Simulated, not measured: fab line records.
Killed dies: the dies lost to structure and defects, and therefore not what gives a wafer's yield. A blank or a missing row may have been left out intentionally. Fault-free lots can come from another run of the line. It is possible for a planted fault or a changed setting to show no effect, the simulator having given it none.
fab line records -- flow n5-finfet
record lots=7, wafers=20, last-day=19
route steps=1938 shown BEOL_M0@734 BEOL_M4@1111
lots untouched by any fault: they come from a run of this same line in which no faults occurred
start-h: hours from the record's first day to the start of the lot's first wafer shown -- wait-h: how many hours have passed since the lot's step before this one -- " unchanged from the row above -- L1.1+2: a single row standing in for several wafers -- - no value, or no start given -- * or withheld: withheld -- < > ~ a bound
route shown NAME@n: NAME is a module with steps in the file, n the number in the route of the first one -- usual: the fault-free wafers' mean and standard deviation -- same: alike in all rows -- chamber/n: place in a boat -- sites: the reading at each site -- _std_site: how widely they spread, as a standard deviation -- _edge_site: inner sites' mean taken away from outer sites' mean -- radius-mm: how far each site lies from the wafer's centre -- mask NAME#n: copy n -- behind: tool/chamber where the wafer was last shaped -- hold: cause of the lot's hold/its duration in hours/its outcome -- device: names the non-switching transistor (n, p or np) -- end of line: the tests these same wafers got at the end of their route -- a step without rows: its recipe alone -- killed: the dies lost at the first sort to structure and to defects; this is not the yield of the wafer -- map: the dies of a wafer, with x for killed, . for not killed, _ for no die there
set.NAME: the setting the step ran with; set.NAME@STEP: the setting that earlier step ran with -- model.NAME: the simulator's own value behind a step, which no gauge read
lots at some steps of the route; a table a step, a row a wafer
services: the hour from which a tool's chamber was out of use, counted from the record's first day as start-h (under 0 if before that day), plus the number of hours and why
## steps
# step N5_BEOL_M0_SPUTTER_116
# recipe material=Cu, target-thk-a=40, temp-c=-20, chamber-pressure-pa=0.07, power-w=withheld, time-s=7.37
# usual substrate-temp-c=-20.00/0.11, throttle-valve-pct=29.9/0.98
lot.wafer,tool,chamber,start-h,wait-h,substrate-temp-c,throttle-valve-pct
L328.3,pvd-sputter-01,-,163.91,0.2,-19.83,29.7
L328.4,pvd-sputter-01,-,163.91,0.2,-19.92,28.6
L328.5,pvd-sputter-01,-,163.91,0.2,-19.79,29.5
L329.3,pvd-sputter-03,-,166.34,0.1,-19.88,29.1
L329.4,pvd-sputter-03,-,166.34,0.1,-20.15,29.7
L329.6,pvd-sputter-03,-,166.34,0.1,-20.08,29.8
L335.1,pvd-sputter-02,-,206.24,0.3,-19.88,27.2
L335.4,pvd-sputter-02,-,206.24,0.3,-20.01,30.6
L335.5,pvd-sputter-02,-,206.24,0.3,-19.91,30.1
L338.1,pvd-sputter-01,-,220.78,0.1,-20.09,30.5
L338.3,pvd-sputter-01,-,220.78,0.1,-19.94,30.9
L338.6,pvd-sputter-01,-,220.78,0.1,-19.94,29.9
L339.1,pvd-sputter-01,-,224.78,0.1,-20.20,28.6
L339.6,pvd-sputter-01,-,224.78,0.1,-19.93,30.7
L341.1,pvd-sputter-02,-,237.24,1.1,-19.96,30.3
L341.5,pvd-sputter-02,-,237.24,1.1,-20.09,31.0
L341.6,pvd-sputter-02,-,237.24,1.1,-20.03,27.1
L345.2,pvd-sputter-03,-,259.59,0.1,-20.07,29.8
L345.4,pvd-sputter-03,-,259.59,0.1,-19.92,31.1
L345.5,pvd-sputter-03,-,259.59,0.1,-20.14,30.8
# step N5_BEOL_M0_ANNEAL_117
# recipe temp-c=400, time-s=60, ambient=vacuum
# step N5_BEOL_M0_SPUTTER_132
# recipe material=Cu, target-thk-a=40, temp-c=-20, chamber-pressure-pa=0.07, power-w=withheld, time-s=7.37
# step N5_BEOL_M0_ANNEAL_133
# recipe temp-c=400, time-s=60, ambient=vacuum
# step N5_BEOL_M0_SPUTTER_134
# recipe material=Cu, target-thk-a=40, temp-c=-20, chamber-pressure-pa=0.07, power-w=withheld, time-s=7.37
# usual substrate-temp-c=-20.01/0.1, throttle-valve-pct=29.9/1
lot.wafer,tool,chamber,start-h,wait-h,substrate-temp-c,throttle-valve-pct
L328.3,pvd-sputter-01,-,164.15,0.0,-20.14,29.8
L328.4,pvd-sputter-01,-,164.15,0.0,-19.89,28.8
L328.5,pvd-sputter-01,-,164.15,0.0,-20.04,29.4
L329.3,pvd-sputter-03,-,166.58,0.0,-19.91,28.9
L329.4,pvd-sputter-03,-,166.58,0.0,-20.20,29.6
L329.6,pvd-sputter-03,-,166.58,0.0,-20.04,29.5
L335.1,pvd-sputter-02,-,206.48,0.0,-20.04,27.3
L335.4,pvd-sputter-02,-,206.48,0.0,-20.07,31.0
L335.5,pvd-sputter-02,-,206.48,0.0,-20.00,30.0
L338.1,pvd-sputter-01,-,221.02,0.0,-19.85,30.2
L338.3,pvd-sputter-01,-,221.02,0.0,-19.96,30.7
L338.6,pvd-sputter-01,-,221.02,0.0,-20.02,29.7
L339.1,pvd-sputter-01,-,225.02,0.0,-19.97,28.8
L339.6,pvd-sputter-01,-,225.02,0.0,-19.90,30.7
L341.1,pvd-sputter-02,-,237.48,0.0,-20.06,30.4
L341.5,pvd-sputter-02,-,237.48,0.0,-20.00,30.8
L341.6,pvd-sputter-02,-,237.48,0.0,-20.04,27.1
L345.2,pvd-sputter-03,-,259.83,0.0,-20.02,29.4
L345.4,pvd-sputter-03,-,259.83,0.0,-20.10,31.0
L345.5,pvd-sputter-03,-,259.83,0.0,-19.94,30.7
# step N5_BEOL_M0_ANNEAL_135
# recipe temp-c=400, time-s=60, ambient=vacuum
# usual heater-power-w=832/76
lot.wafer,tool,chamber,start-h,wait-h,heater-power-w
L328.3,pvd-sputter-01,-,164.23,0.0,818
L328.4,pvd-sputter-01,-,164.23,0.0,920
L328.5,pvd-sputter-01,-,164.23,0.0,812
L329.3,pvd-sputter-03,-,166.66,0.0,887
L329.4,pvd-sputter-03,-,166.66,0.0,739
L329.6,pvd-sputter-03,-,166.66,0.0,765
L335.1,pvd-sputter-02,-,206.56,0.0,845
L335.4,pvd-sputter-02,-,206.56,0.0,846
L335.5,pvd-sputter-02,-,206.56,0.0,773
L338.1,pvd-sputter-01,-,221.10,0.0,950
L338.3,pvd-sputter-01,-,221.10,0.0,733
L338.6,pvd-sputter-01,-,221.10,0.0,807
L339.1,pvd-sputter-01,-,225.10,0.0,929
L339.6,pvd-sputter-01,-,225.10,0.0,729
L341.1,pvd-sputter-02,-,237.56,0.0,869
L341.5,pvd-sputter-02,-,237.56,0.0,841
L341.6,pvd-sputter-02,-,237.56,0.0,864
L345.2,pvd-sputter-03,-,259.91,0.0,744
L345.4,pvd-sputter-03,-,259.91,0.0,740
L345.5,pvd-sputter-03,-,259.91,0.0,867
# step N5_BEOL_M0_SPUTTER_141
# recipe material=Cu, target-thk-a=40, temp-c=-20, chamber-pressure-pa=0.07, power-w=withheld, time-s=7.37
# usual substrate-temp-c=-20.00/0.098, throttle-valve-pct=29.9/0.98
lot.wafer,tool,chamber,start-h,wait-h,substrate-temp-c,throttle-valve-pct
L328.3,pvd-sputter-01,-,164.27,0.0,-20.03,29.8
L328.4,pvd-sputter-01,-,164.27,0.0,-19.96,28.8
L328.5,pvd-sputter-01,-,164.27,0.0,-20.18,29.7
L329.3,pvd-sputter-03,-,166.70,0.0,-19.94,29.0
L329.4,pvd-sputter-03,-,166.70,0.0,-19.97,29.4
L329.6,pvd-sputter-03,-,166.70,0.0,-20.06,29.8
L335.1,pvd-sputter-02,-,206.60,0.0,-19.97,27.3
L335.4,pvd-sputter-02,-,206.60,0.0,-19.82,30.7
L335.5,pvd-sputter-02,-,206.60,0.0,-19.95,29.9
L338.1,pvd-sputter-01,-,221.14,0.0,-19.83,30.4
L338.3,pvd-sputter-01,-,221.14,0.0,-20.05,30.8
L338.6,pvd-sputter-01,-,221.14,0.0,-19.87,29.9
L339.1,pvd-sputter-01,-,225.14,0.0,-20.02,28.8
L339.6,pvd-sputter-01,-,225.14,0.0,-19.95,30.5
L341.1,pvd-sputter-02,-,237.60,0.0,-19.94,30.6
L341.5,pvd-sputter-02,-,237.60,0.0,-20.15,30.6
L341.6,pvd-sputter-02,-,237.60,0.0,-20.16,27.3
L345.2,pvd-sputter-03,-,259.95,0.0,-19.96,29.8
L345.4,pvd-sputter-03,-,259.95,0.0,-20.01,31.1
L345.5,pvd-sputter-03,-,259.95,0.0,-20.14,30.7
# step N5_BEOL_M0_ECD_118
# recipe material=Cu, target-thk-a=3000
# step N5_BEOL_M0_ANNEAL_119
# recipe temp-c=225, time-s=90, ambient=N2
# step N5_BEOL_M0_CMP_120
# recipe stop-on=SiOC, t-overpolish-s=6.9, down-force-psi=1, platen-rpm=50, clearing-platen-down-force-psi=1.5, clearing-platen-rpm=50, post-cmp-clean=cu-alkaline, clearing-platen-pad-velocity-m-s=0.99484, pad-velocity-m-s=0.99484
# step N5_BEOL_M0_PRE_CLEAN_131
# recipe gas=NH3/H2, time-s=15, temp-c=*, rf-power-w=300
# usual heater-power-w=90/6.8
lot.wafer,tool,chamber,start-h,wait-h,heater-power-w,since-wet-clean-h
L328.3,cvd-co-02,0,165.10,0.0,98,706
L328.4,cvd-co-02,2,165.10,0.0,79,-
L328.5,cvd-co-02,1,165.10,0.0,91,-
L329.3,cvd-co-02,1,168.03,0.0,90,1147
L329.4,cvd-co-02,2,168.03,0.0,80,-
L329.6,cvd-co-02,1,168.03,0.0,92,-
L335.1,cvd-co-02,1,208.63,0.0,88,1187
L335.4,cvd-co-02,1,208.63,0.0,89,-
L335.5,cvd-co-02,0,208.63,0.0,101,-
L338.1,cvd-co-02,2,221.96,0.0,80,304
L338.3,cvd-co-02,1,221.96,0.0,91,1201
L338.6,cvd-co-02,0,221.96,0.0,104,-
L339.1,cvd-co-02,0,225.96,0.0,100,767
L339.6,cvd-co-02,1,225.96,0.0,87,-
L341.1,cvd-co-01,0,238.43,0.0,94,998
L341.5,cvd-co-01,1,238.43,0.0,89,-
L341.6,cvd-co-01,0,238.43,0.0,94,-
L345.2,cvd-co-01,1,260.77,0.0,92,124
L345.4,cvd-co-01,0,260.77,0.0,94,-
L345.5,cvd-co-01,2,260.77,0.0,88,-
# step N5_BEOL_M0_CO_CAP_123
# recipe material=Co, target-thk-a=20, temp-c=200, precursor=CCTBA/H2, pressure-torr=30, time-s=102.1
# usual chamber-pressure-Torr=29.99/0.066, heater-power-w=243/9.1, run-length-s=124.5/0.4
lot.wafer,tool,chamber,start-h,wait-h,chamber-pressure-Torr,heater-power-w,run-length-s,since-wet-clean-h,model.Co_of_BEOL_M0_CO_CAP_123.thk-nm
L328.3,cvd-co-02,0,165.14,0.0,30.04,258,125.4,706,2.2
L328.4,cvd-co-02,2,165.14,0.0,29.89,228,125.0,-,2
L328.5,cvd-co-02,1,165.14,0.0,30.04,236,123.9,-,2.4
L329.3,cvd-co-02,1,168.07,0.0,29.91,241,124.0,1147,2
L329.4,cvd-co-02,2,168.07,0.0,30.04,225,124.3,-,2.2
L329.6,cvd-co-02,1,168.07,0.0,29.90,236,124.6,-,2
L335.1,cvd-co-02,1,208.67,0.0,29.95,237,124.3,1187,1.8
L335.4,cvd-co-02,1,208.67,0.0,30.02,235,124.6,-,2
L335.5,cvd-co-02,0,208.67,0.0,29.94,254,185.2,-,3.2
L338.1,cvd-co-02,2,222.00,0.0,30.11,233,124.9,304,1.8
L338.3,cvd-co-02,1,222.00,0.0,29.95,240,124.3,1201,2
L338.6,cvd-co-02,0,222.00,0.0,29.95,255,185.3,-,3.2
L339.1,cvd-co-02,0,226.00,0.0,30.06,259,124.8,767,2
L339.6,cvd-co-02,1,226.00,0.0,30.01,248,184.1,-,3.2
L341.1,cvd-co-01,0,238.47,0.0,29.95,243,124.9,998,2
L341.5,cvd-co-01,1,238.47,0.0,29.91,244,125.3,-,2
L341.6,cvd-co-01,0,238.47,0.0,30.01,243,124.8,-,2
L345.2,cvd-co-01,1,260.81,0.0,30.07,246,124.8,124,2
L345.4,cvd-co-01,0,260.81,0.0,29.99,244,124.2,-,2
L345.5,cvd-co-01,2,260.81,0.0,30.04,245,124.3,-,2
# step N5_BEOL_M0_PRE_CLEAN_124
# recipe gas=NH3, time-s=15, temp-c=withheld, rf-power-w=300
# step N5_BEOL_M4_RC_MEAS_101
# usual DIBL_N=36.0/1.3, DIBL_P=36.2/1.7, IOFF_N=0.155/0.024, IOFF_P=0.21/0.034, ION_N=674/9, ION_P=463/7.1, SS_N=71.4/0.5, SS_P=73.4/0.57, VT_N=250.0/2.8, VT_P=-251/3.2
lot.wafer,tool,chamber,start-h,wait-h,DIBL_N[mV/V],DIBL_P[mV/V],IOFF_N[nA/um],IOFF_P[nA/um],ION_N[uA/um],ION_P[uA/um],SS_N[mV/dec],SS_P[mV/dec],VT_N[mV],VT_P[mV]
L329.3,prober-02,0,266.12,0.3,36.2,36.6,0.155,0.21,678,466,71.7,74.1,250.0,-248
L329.4,prober-02,0,266.12,0.3,34.7,34.7,0.128,0.18,679,466,71.3,73.0,250.6,-251
L329.6,prober-02,0,266.12,0.3,36.4,36.1,0.148,0.20,679,470,72.3,73.0,248.2,-250
L335.1,prober-01,0,295.73,0.0,35.1,35.8,0.161,0.21,676,462,72.1,73.3,249.1,-250
L335.4,prober-01,0,295.73,0.0,35.6,36.7,0.174,0.23,679,464,71.7,74.4,246.4,-246
L335.5,prober-01,0,295.73,0.0,34.1,34.7,0.149,0.19,674,460,71.1,72.4,247.5,-249
L341.1,prober-02,0,295.87,0.0,37.2,37.1,0.167,0.27,682,473,71.1,73.8,246.3,-246
L341.5,prober-02,0,295.87,0.0,38.9,39.1,0.200,0.32,689,483,71.7,74.3,245.4,-243
L341.6,prober-02,0,295.87,0.0,39.7,40.0,0.219,0.33,702,479,71.8,74.2,245.5,-242
L338.1,prober-02,0,311.79,0.0,36.7,35.0,0.160,0.23,675,472,71.5,72.8,249.3,-244
L338.3,prober-02,0,311.79,0.0,37.4,36.1,0.168,0.27,673,472,71.9,73.6,245.3,-244
L338.6,prober-02,0,311.79,0.0,36.5,34.8,0.149,0.23,674,468,71.8,72.9,249.9,-248
L339.1,prober-02,0,319.29,0.0,37.3,37.1,0.169,0.23,672,459,71.8,74.4,251.9,-253
L339.6,prober-02,0,319.29,0.0,36.5,36.2,0.151,0.21,664,458,71.8,73.7,250.4,-250
L328.3,prober-02,0,347.60,0.3,36.5,37.7,0.170,0.21,685,462,71.5,74.0,247.0,-250
L328.4,prober-02,0,347.60,0.3,37.6,38.7,0.187,0.23,672,460,71.6,74.2,249.8,-250
L328.5,prober-02,0,347.60,0.3,37.2,37.9,0.179,0.21,671,457,71.6,73.6,248.8,-252
L345.2,prober-01,0,358.65,0.2,34.1,33.9,0.122,0.16,663,453,71.8,72.9,256.2,-257
L345.4,prober-01,0,358.65,0.2,35.1,35.0,0.140,0.17,657,447,71.4,72.9,251.9,-254
L345.5,prober-01,0,358.65,0.2,34.3,34.7,0.136,0.17,669,459,71.5,73.0,253.0,-255
## services
tool,chamber,start-h,hours,kind
pvd-sputter-02,-,143.09,2.5,repair
cvd-co-01,0,165.28,16.0,repair
cvd-co-01,-,178.26,0.5,repair
## key
first-sign step=N5_BEOL_M0_CO_CAP_123, reading=run-length-s, direction=up, sigmas=99+, usual=*, struck=*
effect none on later readings
model-effect step=N5_BEOL_M0_CO_CAP_123, value=Co_of_BEOL_M0_CO_CAP_123.thk-nm, without=2, struck=3.2
met-at N5_BEOL_M0_CO_CAP_123
struck-wafers L335.5,L338.6,L339.6
onset-between 168.07 208.67
fault kind=process-parameter-drift, tool=cvd-co-02, chamber=-, onset-h=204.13, steps=N5_BEOL_M0_CO_CAP_123, channel=time-s, offset=*, shape=step, end-h=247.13, scope=struck-wafers-only, acts-in=*, stated=*
